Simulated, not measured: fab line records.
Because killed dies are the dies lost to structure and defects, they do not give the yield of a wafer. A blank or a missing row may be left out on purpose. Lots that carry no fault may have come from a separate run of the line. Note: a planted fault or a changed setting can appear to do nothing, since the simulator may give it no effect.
fab line records | flow n5Finfet
record lots=24 | wafers=72 | lastDay=18
route steps=1938 shown BEOL_M1@808 BEOL_M2@842
lots with no fault: from the same line, run without faults
startH: hours from the record's opening day to when the first of the lot's shown wafers began | waitH: time in hours since the lot's previous step | " the same as in the row above | L1.1+2: several wafers, shown together as one row | - no value, or no start was given | * or withheld: withheld | < > ~ a bound
route shown NAME@n: NAME is a module with steps in the file, n the number in the route of the first one | usual: mean/standard deviation taken from wafers without a fault | same: alike in all rows | chamber/n: place in a boat | sites: readings site by site | _std_site: how widely they spread, as a standard deviation | _edge_site: outer sites' mean less inner sites' | radiusMm: for every site, how far away it sits from the centre of the wafer | mask NAME#n: copy n | behind: the most recent tool/chamber to have shaped the wafer | hold: cause of the lot's hold/its duration in hours/its outcome | device: which transistor (n, p or np) failed to switch | end of line: tests run on the same wafers once the route is complete | for a step that has no rows: nothing shown but its recipe | killed: dies that structure and defects cost at the first sort, which is not the same as the wafer's yield | map: dies across one wafer; x = killed, . = not, _ = none there
set.NAME: the setting that was run; set.NAME@STEP: the one run at that earlier step | model.NAME: the simulator's own value behind a step, which no gauge read
steps of the route over a sample of lots; a table a step, a row a wafer
services: when a tool's chamber went out of use (startH, in hours from the record's first day, below 0 if earlier), for how many hours, and the reason
## steps
# step N5_BEOL_M1_CD_MEAS_35
# recipe targetCdNm=18 | targetCdYNm=21 | polarity=opening
# usual cdNm=17.9/0.4
lot.wafer | tool     | chamber | startH | waitH | cdNm
L074.1    | cdSem-01 | -       | 131.68 | 0.0   | 18.2
L074.4    | "        | -       | "      | "     | 18.4
L074.6    | "        | -       | "      | "     | 18.2
L075.2    | cdSem-01 | -       | 136.20 | 0.0   | 18.3
L075.3    | "        | -       | "      | "     | 17.3
L075.6    | "        | -       | "      | "     | 17.9
L076.1    | cdSem-03 | -       | 151.06 | 0.0   | 17.9
L076.3    | "        | -       | "      | "     | 18.2
L076.6    | "        | -       | "      | "     | 18.3
L078.2    | cdSem-03 | -       | 155.49 | 0.0   | 17.9
L078.3    | "        | -       | "      | "     | 18.2
L078.5    | "        | -       | "      | "     | 18.1
L081.1    | cdSem-02 | -       | 165.40 | 0.0   | 17.4
L081.2    | "        | -       | "      | "     | 17.4
L081.4    | "        | -       | "      | "     | 17.1
L077.2    | cdSem-03 | -       | 165.86 | 0.0   | 18.4
L077.4    | "        | -       | "      | "     | 17.9
L077.6    | "        | -       | "      | "     | 18.0
L079.1    | cdSem-01 | -       | 166.12 | 0.0   | 18.0
L079.5    | "        | -       | "      | "     | 17.8
L079.6    | "        | -       | "      | "     | 18.1
L080.1    | cdSem-01 | -       | 166.24 | 0.0   | 18.0
L080.3    | "        | -       | "      | "     | 17.4
L080.5    | "        | -       | "      | "     | 17.9
L082.2    | cdSem-02 | -       | 174.28 | 0.0   | 17.9
L082.3    | "        | -       | "      | "     | 17.6
L082.4    | "        | -       | "      | "     | 17.6
L083.1    | cdSem-01 | -       | 181.45 | 0.0   | 17.9
L083.5    | "        | -       | "      | "     | 18.0
L083.6    | "        | -       | "      | "     | 17.4
L084.3    | cdSem-02 | -       | 188.72 | 0.0   | 17.7
L084.4    | "        | -       | "      | "     | 18.3
L084.6    | "        | -       | "      | "     | 17.8
L085.1    | cdSem-01 | -       | 199.94 | 0.0   | 17.9
L085.3    | "        | -       | "      | "     | 18.7
L085.5    | "        | -       | "      | "     | 18.4
L086.1    | cdSem-03 | -       | 203.37 | 0.0   | 17.7
L086.3    | "        | -       | "      | "     | 17.7
L086.6    | "        | -       | "      | "     | 17.8
L087.2    | cdSem-01 | -       | 207.21 | 0.0   | 17.3
L087.5    | "        | -       | "      | "     | 17.3
L087.6    | "        | -       | "      | "     | 17.7
L088.1    | cdSem-03 | -       | 216.16 | 0.0   | 18.2
L088.4    | "        | -       | "      | "     | 18.0
L088.5    | "        | -       | "      | "     | 18.6
L089.1    | cdSem-02 | -       | 229.41 | 0.0   | 18.0
L089.4    | "        | -       | "      | "     | 17.7
L089.6    | "        | -       | "      | "     | 17.8
L091.2    | cdSem-01 | -       | 234.86 | 0.0   | 17.5
L091.3    | "        | -       | "      | "     | 17.1
L091.5    | "        | -       | "      | "     | 18.5
L090.3    | cdSem-03 | -       | 235.02 | 0.0   | 18.6
L090.4    | "        | -       | "      | "     | 18.6
L090.6    | "        | -       | "      | "     | 18.4
L093.3    | cdSem-03 | -       | 244.92 | 0.0   | 17.9
L093.5    | "        | -       | "      | "     | 18.3
L093.6    | "        | -       | "      | "     | 18.0
L092.1    | cdSem-03 | -       | 246.08 | 0.0   | 18.3
L092.2    | "        | -       | "      | "     | 18.8
L092.5    | "        | -       | "      | "     | 18.3
L094.2    | cdSem-02 | -       | 254.75 | 0.0   | 17.8
L094.3    | "        | -       | "      | "     | 18.3
L094.6    | "        | -       | "      | "     | 17.9
L095.2    | cdSem-03 | -       | 255.13 | 0.0   | 17.0
L095.5    | "        | -       | "      | "     | 17.7
L095.6    | "        | -       | "      | "     | 17.4
L097.2    | cdSem-02 | -       | 268.40 | 0.0   | 17.8
L097.3    | "        | -       | "      | "     | 18.1
L097.6    | "        | -       | "      | "     | 17.4
L096.4    | cdSem-03 | -       | 271.92 | 0.0   | 17.5
L096.5    | "        | -       | "      | "     | 17.3
L096.6    | "        | -       | "      | "     | 17.4
# step N5_BEOL_M1_ANNEAL_87
# recipe tempC=400 | timeS=240 | ambient=vacuum
# usual heaterPowerW=827/100 | susceptor_temp_C_max=401.0/0.48
lot.wafer | tool          | chamber | startH | waitH | heaterPowerW | susceptor_temp_C_max
L074.1    | pvdSputter-02 | -       | 134.93 | 0.0   | 752          | 400.7
L074.4    | "             | -       | "      | "     | 991          | 400.6
L074.6    | "             | -       | "      | "     | 1009         | 401.3
L075.2    | pvdSputter-01 | -       | 137.81 | 0.0   | 820          | 400.9
L075.3    | "             | -       | "      | "     | 930          | 402.1
L075.6    | "             | -       | "      | "     | 886          | 400.9
L076.1    | pvdSputter-02 | -       | 152.57 | 0.0   | 755          | 400.6
L076.3    | "             | -       | "      | "     | 820          | 400.4
L076.6    | "             | -       | "      | "     | 808          | 400.4
L078.2    | pvdSputter-01 | -       | 157.61 | 0.0   | 766          | 402.3
L078.3    | "             | -       | "      | "     | 888          | 401.6
L078.5    | "             | -       | "      | "     | 857          | 401.0
L081.1    | pvdSputter-02 | -       | 167.78 | 0.0   | 791          | 400.4
L081.2    | "             | -       | "      | "     | 982          | 400.6
L081.4    | "             | -       | "      | "     | 783          | 400.7
L077.2    | pvdSputter-03 | -       | 167.92 | 0.0   | 946          | 401.1
L077.4    | "             | -       | "      | "     | 644          | 401.2
L077.6    | "             | -       | "      | "     | 726          | 400.4
L079.1    | pvdSputter-01 | -       | 168.20 | 0.0   | 925          | 401.5
L079.5    | "             | -       | "      | "     | 932          | 402.1
L079.6    | "             | -       | "      | "     | 767          | 401.4
L080.1    | pvdSputter-02 | -       | 169.72 | 0.0   | 796          | 400.6
L080.3    | "             | -       | "      | "     | 962          | 400.1
L080.5    | "             | -       | "      | "     | 960          | 400.4
L082.2    | pvdSputter-03 | -       | 176.31 | 0.0   | 739          | 400.8
L082.3    | "             | -       | "      | "     | 927          | 400.3
L082.4    | "             | -       | "      | "     | 638          | 401.3
L083.1    | pvdSputter-03 | -       | 183.28 | 0.0   | 797          | 400.9
L083.5    | "             | -       | "      | "     | 650          | 401.0
L083.6    | "             | -       | "      | "     | 785          | 400.9
L084.3    | pvdSputter-03 | -       | 192.09 | 0.1   | 905          | 401.2
L084.4    | "             | -       | "      | "     | 800          | 400.6
L084.6    | "             | -       | "      | "     | 658          | 400.8
L085.1    | pvdSputter-02 | -       | 202.91 | 0.0   | 770          | 400.9
L085.3    | "             | -       | "      | "     | 1004         | 400.5
L085.5    | "             | -       | "      | "     | 790          | 400.6
L086.1    | pvdSputter-02 | -       | 206.57 | 0.0   | 822          | 400.7
L086.3    | "             | -       | "      | "     | 964          | 400.4
L086.6    | "             | -       | "      | "     | 801          | 400.7
L087.2    | pvdSputter-03 | -       | 208.85 | 0.0   | 789          | 400.3
L087.5    | "             | -       | "      | "     | 771          | 400.8
L087.6    | "             | -       | "      | "     | 959          | 400.3
L088.1    | pvdSputter-03 | -       | 218.10 | 0.0   | 735          | 400.7
L088.4    | "             | -       | "      | "     | 796          | 400.8
L088.5    | "             | -       | "      | "     | 723          | 400.5
L089.1    | pvdSputter-03 | -       | 232.77 | 0.0   | 661          | 400.9
L089.4    | "             | -       | "      | "     | 921          | 400.5
L089.6    | "             | -       | "      | "     | 724          | 400.8
L091.2    | pvdSputter-03 | -       | 236.65 | 0.0   | 655          | 401.1
L091.3    | "             | -       | "      | "     | 786          | 401.1
L091.5    | "             | -       | "      | "     | 738          | 400.6
L090.3    | pvdSputter-01 | -       | 237.04 | 0.0   | 834          | 400.8
L090.4    | "             | -       | "      | "     | 915          | 402.0
L090.6    | "             | -       | "      | "     | 904          | 401.3
L093.3    | pvdSputter-01 | -       | 246.46 | 0.0   | 883          | 401.5
L093.5    | "             | -       | "      | "     | 766          | 401.3
L093.6    | "             | -       | "      | "     | 855          | 400.8
L092.1    | pvdSputter-01 | -       | 248.30 | 0.0   | 873          | 400.8
L092.2    | "             | -       | "      | "     | 930          | 402.0
L092.5    | "             | -       | "      | "     | 901          | 401.9
L094.2    | pvdSputter-03 | -       | 256.41 | 0.0   | 926          | 400.8
L094.3    | "             | -       | "      | "     | 734          | 400.6
L094.6    | "             | -       | "      | "     | 660          | 400.7
L095.2    | pvdSputter-01 | -       | 256.93 | 0.0   | 932          | 400.9
L095.5    | "             | -       | "      | "     | 756          | 401.5
L095.6    | "             | -       | "      | "     | 816          | 400.7
L097.2    | pvdSputter-01 | -       | 270.24 | 0.0   | 748          | 400.8
L097.3    | "             | -       | "      | "     | 887          | 401.0
L097.6    | "             | -       | "      | "     | 858          | 400.8
L096.4    | pvdSputter-03 | -       | 273.66 | 0.0   | 787          | 400.2
L096.5    | "             | -       | "      | "     | 932          | 400.4
L096.6    | "             | -       | "      | "     | 808          | 400.9
# step N5_BEOL_M1_SPUTTER_88
# recipe material=Cu | targetThkA=45 | tempC=-20 | chamberPressurePa=0.07 | powerW=withheld | timeS=8.29
# usual throttleValvePct=29.9/0.91
lot.wafer | tool          | chamber | startH | waitH | throttleValvePct
L074.1    | pvdSputter-02 | -       | 135.07 | 0.1   | 30.6
L074.4    | "             | -       | "      | "     | 29.7
L074.6    | "             | -       | "      | "     | 28.9
L075.2    | pvdSputter-01 | -       | 137.95 | 0.1   | 30.0
L075.3    | "             | -       | "      | "     | 30.2
L075.6    | "             | -       | "      | "     | 29.3
L076.1    | pvdSputter-02 | -       | 152.71 | 0.1   | 30.6
L076.3    | "             | -       | "      | "     | 27.7
L076.6    | "             | -       | "      | "     | 27.7
L078.2    | pvdSputter-01 | -       | 157.75 | 0.1   | 30.4
L078.3    | "             | -       | "      | "     | 29.3
L078.5    | "             | -       | "      | "     | 30.2
L081.1    | pvdSputter-02 | -       | 167.92 | 0.1   | 27.6
L081.2    | "             | -       | "      | "     | 29.8
L081.4    | "             | -       | "      | "     | 27.9
L077.2    | pvdSputter-03 | -       | 168.06 | 0.1   | 31.2
L077.4    | "             | -       | "      | "     | 31.0
L077.6    | "             | -       | "      | "     | 30.1
L079.1    | pvdSputter-01 | -       | 168.34 | 0.1   | 30.2
L079.5    | "             | -       | "      | "     | 30.1
L079.6    | "             | -       | "      | "     | 30.3
L080.1    | pvdSputter-02 | -       | 169.86 | 0.1   | 27.9
L080.3    | "             | -       | "      | "     | 30.2
L080.5    | "             | -       | "      | "     | 29.8
L082.2    | pvdSputter-03 | -       | 176.45 | 0.1   | 30.2
L082.3    | "             | -       | "      | "     | 31.2
L082.4    | "             | -       | "      | "     | 30.9
L083.1    | pvdSputter-03 | -       | 183.42 | 0.1   | 29.9
L083.5    | "             | -       | "      | "     | 30.9
L083.6    | "             | -       | "      | "     | 29.6
L084.3    | pvdSputter-03 | -       | 192.23 | 0.1   | 31.2
L084.4    | "             | -       | "      | "     | 29.4
L084.6    | "             | -       | "      | "     | 30.7
L085.1    | pvdSputter-02 | -       | 203.05 | 0.1   | 30.5
L085.3    | "             | -       | "      | "     | 29.8
L085.5    | "             | -       | "      | "     | 27.5
L086.1    | pvdSputter-02 | -       | 206.71 | 0.1   | 27.7
L086.3    | "             | -       | "      | "     | 30.1
L086.6    | "             | -       | "      | "     | 27.5
L087.2    | pvdSputter-03 | -       | 208.99 | 0.1   | 29.8
L087.5    | "             | -       | "      | "     | 29.5
L087.6    | "             | -       | "      | "     | 31.1
L088.1    | pvdSputter-03 | -       | 218.24 | 0.1   | 30.3
L088.4    | "             | -       | "      | "     | 29.7
L088.5    | "             | -       | "      | "     | 30.0
L089.1    | pvdSputter-03 | -       | 232.91 | 0.1   | 30.7
L089.4    | "             | -       | "      | "     | 31.0
L089.6    | "             | -       | "      | "     | 30.1
L091.2    | pvdSputter-03 | -       | 236.79 | 0.1   | 30.6
L091.3    | "             | -       | "      | "     | 29.7
L091.5    | "             | -       | "      | "     | 30.2
L090.3    | pvdSputter-01 | -       | 237.18 | 0.1   | 30.1
L090.4    | "             | -       | "      | "     | 30.3
L090.6    | "             | -       | "      | "     | 29.3
L093.3    | pvdSputter-01 | -       | 246.60 | 0.1   | 29.4
L093.5    | "             | -       | "      | "     | 30.6
L093.6    | "             | -       | "      | "     | 29.8
L092.1    | pvdSputter-01 | -       | 248.44 | 0.1   | 29.3
L092.2    | "             | -       | "      | "     | 30.0
L092.5    | "             | -       | "      | "     | 30.0
L094.2    | pvdSputter-03 | -       | 256.55 | 0.1   | 31.2
L094.3    | "             | -       | "      | "     | 30.1
L094.6    | "             | -       | "      | "     | 30.8
L095.2    | pvdSputter-01 | -       | 257.07 | 0.1   | 30.1
L095.5    | "             | -       | "      | "     | 30.5
L095.6    | "             | -       | "      | "     | 29.9
L097.2    | pvdSputter-01 | -       | 270.38 | 0.1   | 30.4
L097.3    | "             | -       | "      | "     | 29.2
L097.6    | "             | -       | "      | "     | 29.7
L096.4    | pvdSputter-03 | -       | 273.80 | 0.1   | 29.7
L096.5    | "             | -       | "      | "     | 30.9
L096.6    | "             | -       | "      | "     | 30.1
# step N5_BEOL_M1_SPUTTER_94
# recipe material=Cu | targetThkA=45 | tempC=-20 | chamberPressurePa=0.07 | powerW=withheld | timeS=8.29
# usual throttleValvePct=29.9/0.91
lot.wafer | tool          | chamber | startH | waitH | throttleValvePct
L074.1    | pvdSputter-02 | -       | 135.73 | 0.1   | 30.4
L074.4    | "             | -       | "      | "     | 30.1
L074.6    | "             | -       | "      | "     | 28.6
L075.2    | pvdSputter-01 | -       | 138.61 | 0.1   | 30.1
L075.3    | "             | -       | "      | "     | 30.0
L075.6    | "             | -       | "      | "     | 29.3
L076.1    | pvdSputter-02 | -       | 153.37 | 0.1   | 30.7
L076.3    | "             | -       | "      | "     | 27.6
L076.6    | "             | -       | "      | "     | 27.4
L078.2    | pvdSputter-01 | -       | 158.41 | 0.1   | 30.5
L078.3    | "             | -       | "      | "     | 29.1
L078.5    | "             | -       | "      | "     | 29.8
L081.1    | pvdSputter-02 | -       | 168.58 | 0.1   | 27.9
L081.2    | "             | -       | "      | "     | 29.7
L081.4    | "             | -       | "      | "     | 27.8
L077.2    | pvdSputter-03 | -       | 168.72 | 0.1   | 30.9
L077.4    | "             | -       | "      | "     | 30.9
L077.6    | "             | -       | "      | "     | 30.1
L079.1    | pvdSputter-01 | -       | 169.00 | 0.1   | 30.2
L079.5    | "             | -       | "      | "     | 30.4
L079.6    | "             | -       | "      | "     | 30.5
L080.1    | pvdSputter-02 | -       | 170.52 | 0.1   | 27.5
L080.3    | "             | -       | "      | "     | 29.8
L080.5    | "             | -       | "      | "     | 29.8
L082.2    | pvdSputter-03 | -       | 177.11 | 0.1   | 30.1
L082.3    | "             | -       | "      | "     | 31.1
L082.4    | "             | -       | "      | "     | 30.7
L083.1    | pvdSputter-03 | -       | 184.08 | 0.1   | 29.7
L083.5    | "             | -       | "      | "     | 30.6
L083.6    | "             | -       | "      | "     | 29.7
L084.3    | pvdSputter-03 | -       | 192.89 | 0.1   | 30.8
L084.4    | "             | -       | "      | "     | 29.6
L084.6    | "             | -       | "      | "     | 30.8
L085.1    | pvdSputter-02 | -       | 203.71 | 0.1   | 30.6
L085.3    | "             | -       | "      | "     | 29.8
L085.5    | "             | -       | "      | "     | 27.6
L086.1    | pvdSputter-02 | -       | 207.37 | 0.1   | 27.7
L086.3    | "             | -       | "      | "     | 29.9
L086.6    | "             | -       | "      | "     | 27.7
L087.2    | pvdSputter-03 | -       | 209.65 | 0.1   | 29.7
L087.5    | "             | -       | "      | "     | 29.9
L087.6    | "             | -       | "      | "     | 30.8
L088.1    | pvdSputter-03 | -       | 218.90 | 0.1   | 30.2
L088.4    | "             | -       | "      | "     | 29.6
L088.5    | "             | -       | "      | "     | 30.0
L089.1    | pvdSputter-03 | -       | 233.57 | 0.1   | 30.9
L089.4    | "             | -       | "      | "     | 31.4
L089.6    | "             | -       | "      | "     | 30.2
L091.2    | pvdSputter-03 | -       | 237.45 | 0.1   | 31.0
L091.3    | "             | -       | "      | "     | 29.6
L091.5    | "             | -       | "      | "     | 30.1
L090.3    | pvdSputter-01 | -       | 237.84 | 0.1   | 29.8
L090.4    | "             | -       | "      | "     | 30.1
L090.6    | "             | -       | "      | "     | 29.3
L093.3    | pvdSputter-01 | -       | 247.26 | 0.1   | 29.5
L093.5    | "             | -       | "      | "     | 30.1
L093.6    | "             | -       | "      | "     | 29.7
L092.1    | pvdSputter-01 | -       | 249.10 | 0.1   | 29.2
L092.2    | "             | -       | "      | "     | 30.2
L092.5    | "             | -       | "      | "     | 30.2
L094.2    | pvdSputter-03 | -       | 257.21 | 0.1   | 31.0
L094.3    | "             | -       | "      | "     | 30.1
L094.6    | "             | -       | "      | "     | 30.8
L095.2    | pvdSputter-01 | -       | 257.73 | 0.1   | 30.1
L095.5    | "             | -       | "      | "     | 30.3
L095.6    | "             | -       | "      | "     | 30.1
L097.2    | pvdSputter-01 | -       | 271.04 | 0.1   | 30.4
L097.3    | "             | -       | "      | "     | 29.2
L097.6    | "             | -       | "      | "     | 29.8
L096.4    | pvdSputter-03 | -       | 274.46 | 0.1   | 29.8
L096.5    | "             | -       | "      | "     | 31.0
L096.6    | "             | -       | "      | "     | 29.8
# step N5_BEOL_M1_DEP_57
# recipe material=SiCN | targetThkA=80 | tempC=withheld | precursor=3MS/NH3 | pressureTorr=3 | rfW=202 | timeS=14
# usual chamberPressureTorr=3.000/0.0068 | showerheadPlenumPTorr=3.669/0.015 | throttleValvePct=9.0/0.46
lot.wafer | tool     | chamber | startH | waitH | chamberPressureTorr | showerheadPlenumPTorr | throttleValvePct
L074.1    | pecvd-04 | 2       | 136.96 | 0.0   | 3.002               | 3.660                 | 8.4
L074.4    | "        | 2       | "      | "     | 3.003               | 3.658                 | 8.1
L074.6    | "        | 1       | "      | "     | 2.993               | 3.651                 | 9.3
L075.2    | pecvd-03 | 2       | 139.81 | 0.0   | 2.998               | 3.676                 | 9.3
L075.3    | "        | 0       | "      | "     | 3.003               | 3.705                 | 8.5
L075.6    | "        | 2       | "      | "     | 2.999               | 3.679                 | 9.2
L076.1    | pecvd-03 | 1       | 154.68 | 0.0   | 3.014               | 3.660                 | 9.8
L076.3    | "        | 0       | "      | "     | 3.001               | 3.707                 | 8.4
L076.6    | "        | 0       | "      | "     | 3.000               | 3.705                 | 8.6
L078.2    | pecvd-03 | 0       | 159.85 | 0.0   | 3.003               | 3.698                 | 8.5
L078.3    | "        | 2       | "      | "     | 3.012               | 3.672                 | 9.3
L078.5    | "        | 2       | "      | "     | 3.006               | 3.674                 | 9.2
L081.1    | pecvd-04 | 1       | 169.80 | 0.0   | 3.003               | 3.651                 | 9.3
L081.2    | "        | 0       | "      | "     | 2.991               | 3.667                 | 9.4
L081.4    | "        | 1       | "      | "     | 3.004               | 3.642                 | 9.2
L077.2    | pecvd-04 | 0       | 169.98 | 0.0   | 3.001               | 3.663                 | 9.3
L077.4    | "        | 1       | "      | "     | 2.997               | 3.658                 | 9.3
L077.6    | "        | 0       | "      | "     | 3.009               | 3.658                 | 9.3
L079.1    | pecvd-03 | 0       | 170.20 | 0.0   | 2.994               | 3.699                 | 8.3
L079.5    | "        | 1       | "      | "     | 3.002               | 3.668                 | 9.4
L079.6    | "        | 2       | "      | "     | 3.003               | 3.678                 | 9.2
L080.1    | pecvd-01 | 1       | 171.85 | 0.0   | 2.998               | 3.662                 | 9.2
L080.3    | "        | 2       | "      | "     | 2.991               | 3.664                 | 8.6
L080.5    | "        | 0       | "      | "     | 2.991               | 3.662                 | 9.0
L082.2    | pecvd-03 | 0       | 178.31 | 0.0   | 2.984               | 3.703                 | 8.3
L082.3    | "        | 1       | "      | "     | 3.004               | 3.664                 | 9.7
L082.4    | "        | 1       | "      | "     | 2.996               | 3.660                 | 9.9
L083.1    | pecvd-01 | 2       | 185.28 | 0.0   | 3.011               | 3.672                 | 8.9
L083.5    | "        | 1       | "      | "     | 3.003               | 3.657                 | 9.0
L083.6    | "        | 0       | "      | "     | 3.000               | 3.658                 | 9.1
L084.3    | pecvd-04 | 2       | 194.09 | 0.0   | 3.011               | 3.659                 | 8.3
L084.4    | "        | 2       | "      | "     | 3.010               | 3.656                 | 8.3
L084.6    | "        | 1       | "      | "     | 3.002               | 3.653                 | 9.1
L085.1    | pecvd-04 | 2       | 204.92 | 0.0   | 2.987               | 3.663                 | 8.2
L085.3    | "        | 0       | "      | "     | 2.995               | 3.670                 | 9.2
L085.5    | "        | 2       | "      | "     | 2.993               | 3.670                 | 8.1
L086.1    | pecvd-04 | 2       | 208.57 | 0.0   | 3.007               | 3.662                 | 8.1
L086.3    | "        | 0       | "      | "     | 2.996               | 3.658                 | 9.4
L086.6    | "        | 2       | "      | "     | 3.000               | 3.667                 | 8.0
L087.2    | pecvd-01 | 2       | 210.86 | 0.0   | 2.999               | 3.670                 | 8.8
L087.5    | "        | 1       | "      | "     | 3.000               | 3.679                 | 8.9
L087.6    | "        | 0       | "      | "     | 2.998               | 3.666                 | 9.1
L088.1    | pecvd-01 | 0       | 220.10 | 0.0   | 3.004               | 3.672                 | 8.8
L088.4    | "        | 0       | "      | "     | 3.004               | 3.667                 | 9.3
L088.5    | "        | 2       | "      | "     | 3.006               | 3.666                 | 8.9
L089.1    | pecvd-01 | 1       | 234.81 | 0.0   | 3.009               | 3.664                 | 8.8
L089.4    | "        | 0       | "      | "     | 2.998               | 3.675                 | 9.1
L089.6    | "        | 2       | "      | "     | 2.995               | 3.673                 | 9.2
L091.2    | pecvd-04 | 1       | 238.66 | 0.0   | 2.999               | 3.655                 | 9.2
L091.3    | "        | 2       | "      | "     | 2.985               | 3.674                 | 8.3
L091.5    | "        | 0       | "      | "     | 3.004               | 3.662                 | 9.1
L090.3    | pecvd-03 | 2       | 239.05 | 0.0   | 3.008               | 3.677                 | 8.7
L090.4    | "        | 1       | "      | "     | 2.990               | 3.665                 | 9.6
L090.6    | "        | 2       | "      | "     | 3.007               | 3.674                 | 8.8
L093.3    | pecvd-01 | 0       | 248.46 | 0.0   | 3.004               | 3.662                 | 8.9
L093.5    | "        | 0       | "      | "     | 3.005               | 3.664                 | 9.0
L093.6    | "        | 1       | "      | "     | 3.000               | 3.666                 | 9.0
L092.1    | pecvd-04 | 1       | 250.44 | 0.0   | 2.992               | 3.657                 | 9.3
L092.2    | "        | 0       | "      | "     | 3.004               | 3.666                 | 9.2
L092.5    | "        | 0       | "      | "     | 3.007               | 3.655                 | 9.5
L094.2    | pecvd-04 | 2       | 258.43 | 0.0   | 2.989               | 3.666                 | 8.3
L094.3    | "        | 0       | "      | "     | 2.999               | 3.655                 | 9.1
L094.6    | "        | 0       | "      | "     | 3.002               | 3.666                 | 9.4
L095.2    | pecvd-03 | 2       | 259.02 | 0.0   | 2.999               | 3.677                 | 8.7
L095.5    | "        | 2       | "      | "     | 2.993               | 3.673                 | 8.5
L095.6    | "        | 0       | "      | "     | 3.003               | 3.702                 | 8.4
L097.2    | pecvd-01 | 1       | 272.24 | 0.0   | 2.997               | 3.657                 | 8.9
L097.3    | "        | 2       | "      | "     | 3.000               | 3.686                 | 8.9
L097.6    | "        | 1       | "      | "     | 2.994               | 3.661                 | 8.7
L096.4    | pecvd-03 | 0       | 275.68 | 0.0   | 3.003               | 3.702                 | 8.6
L096.5    | "        | 2       | "      | "     | 3.010               | 3.676                 | 8.5
L096.6    | "        | 1       | "      | "     | 3.019               | 3.670                 | 9.6
# step N5_BEOL_M2_THK_MEAS_01
# recipe reads=SiOC_of_BEOL_M2_ILD_DEP_00
# usual M2_ILD_THK=79.1/1.3
lot.wafer | tool         | chamber | startH | waitH | M2_ILD_THK[nm]
L074.1    | filmMetro-02 | -       | 137.17 | 0.0   | 79.1
L074.4    | "            | -       | "      | "     | 79.5
L074.6    | "            | -       | "      | "     | 78.8
L075.2    | filmMetro-02 | -       | 140.04 | 0.1   | 77.8
L075.3    | "            | -       | "      | "     | 78.2
L075.6    | "            | -       | "      | "     | 78.7
L076.1    | filmMetro-02 | -       | 154.88 | 0.0   | 78.5
L076.3    | "            | -       | "      | "     | 79.7
L076.6    | "            | -       | "      | "     | 80.5
L078.2    | filmMetro-01 | -       | 160.05 | 0.1   | 78.0
L078.3    | "            | -       | "      | "     | 78.2
L078.5    | "            | -       | "      | "     | 79.3
L081.1    | filmMetro-01 | -       | 170.01 | 0.0   | 78.2
L081.2    | "            | -       | "      | "     | 79.3
L081.4    | "            | -       | "      | "     | 79.1
L077.2    | filmMetro-01 | -       | 170.18 | 0.1   | 79.8
L077.4    | "            | -       | "      | "     | 80.2
L077.6    | "            | -       | "      | "     | 79.5
L079.1    | filmMetro-02 | -       | 170.40 | 0.0   | 77.3
L079.5    | "            | -       | "      | "     | 79.5
L079.6    | "            | -       | "      | "     | 78.8
L080.1    | filmMetro-02 | -       | 172.05 | 0.0   | 77.7
L080.3    | "            | -       | "      | "     | 76.1
L080.5    | "            | -       | "      | "     | 79.8
L082.2    | filmMetro-02 | -       | 178.51 | 0.1   | 77.4
L082.3    | "            | -       | "      | "     | 79.7
L082.4    | "            | -       | "      | "     | 79.0
L083.1    | filmMetro-02 | -       | 185.48 | 0.0   | 79.6
L083.5    | "            | -       | "      | "     | 80.4
L083.6    | "            | -       | "      | "     | 78.7
L084.3    | filmMetro-01 | -       | 194.29 | 0.1   | 77.7
L084.4    | "            | -       | "      | "     | 78.9
L084.6    | "            | -       | "      | "     | 79.4
L085.1    | filmMetro-02 | -       | 205.12 | 0.0   | 79.8
L085.3    | "            | -       | "      | "     | 77.8
L085.5    | "            | -       | "      | "     | 80.3
L086.1    | filmMetro-02 | -       | 208.77 | 0.0   | 78.1
L086.3    | "            | -       | "      | "     | 77.6
L086.6    | "            | -       | "      | "     | 80.4
L087.2    | filmMetro-02 | -       | 211.05 | 0.1   | 80.2
L087.5    | "            | -       | "      | "     | 81.3
L087.6    | "            | -       | "      | "     | 79.1
L088.1    | filmMetro-01 | -       | 220.31 | 0.1   | 76.9
L088.4    | "            | -       | "      | "     | 80.3
L088.5    | "            | -       | "      | "     | 81.4
L089.1    | filmMetro-02 | -       | 235.03 | 0.1   | 80.1
L089.4    | "            | -       | "      | "     | 78.4
L089.6    | "            | -       | "      | "     | 81.1
L091.2    | filmMetro-01 | -       | 238.86 | 0.1   | 77.6
L091.3    | "            | -       | "      | "     | 79.2
L091.5    | "            | -       | "      | "     | 80.8
L090.3    | filmMetro-01 | -       | 239.25 | 0.1   | 79.3
L090.4    | "            | -       | "      | "     | 79.7
L090.6    | "            | -       | "      | "     | 80.0
L093.3    | filmMetro-02 | -       | 248.66 | 0.1   | 78.1
L093.5    | "            | -       | "      | "     | 78.9
L093.6    | "            | -       | "      | "     | 79.9
L092.1    | filmMetro-01 | -       | 250.64 | 0.0   | 79.0
L092.2    | "            | -       | "      | "     | 79.5
L092.5    | "            | -       | "      | "     | 80.7
L094.2    | filmMetro-01 | -       | 258.63 | 0.1   | 79.3
L094.3    | "            | -       | "      | "     | 80.3
L094.6    | "            | -       | "      | "     | 82.1
L095.2    | filmMetro-02 | -       | 259.23 | 0.1   | 78.0
L095.5    | "            | -       | "      | "     | 82.4
L095.6    | "            | -       | "      | "     | 79.2
L097.2    | filmMetro-01 | -       | 272.44 | 0.1   | 77.6
L097.3    | "            | -       | "      | "     | 79.0
L097.6    | "            | -       | "      | "     | 79.4
L096.4    | filmMetro-02 | -       | 275.86 | 0.0   | 78.9
L096.5    | "            | -       | "      | "     | 81.3
L096.6    | "            | -       | "      | "     | 80.3
## services
tool          | chamber | startH | hours | kind
pvdSputter-03 | -       | 114.05 | 5.8   | repair
pecvd-01      | 0       | 120.29 | 5.2   | repair
pecvd-04      | 0       | 131.15 | 6.1   | repair
pvdSputter-02 | -       | 138.18 | 3.5   | repair
pecvd-01      | 1       | 139.24 | 2.1   | scheduledDown
pecvd-03      | 2       | 202.38 | -     | clean
pecvd-03      | 2       | 202.38 | -     | consumableReplace:showerhead
pecvd-03      | 2       | 202.38 | 29.0  | scheduledDown
pecvd-03      | 2       | 202.38 | 29.0  | ventCycle
pecvd-03      | -       | 227.45 | 0.9   | repair
## key
fault none
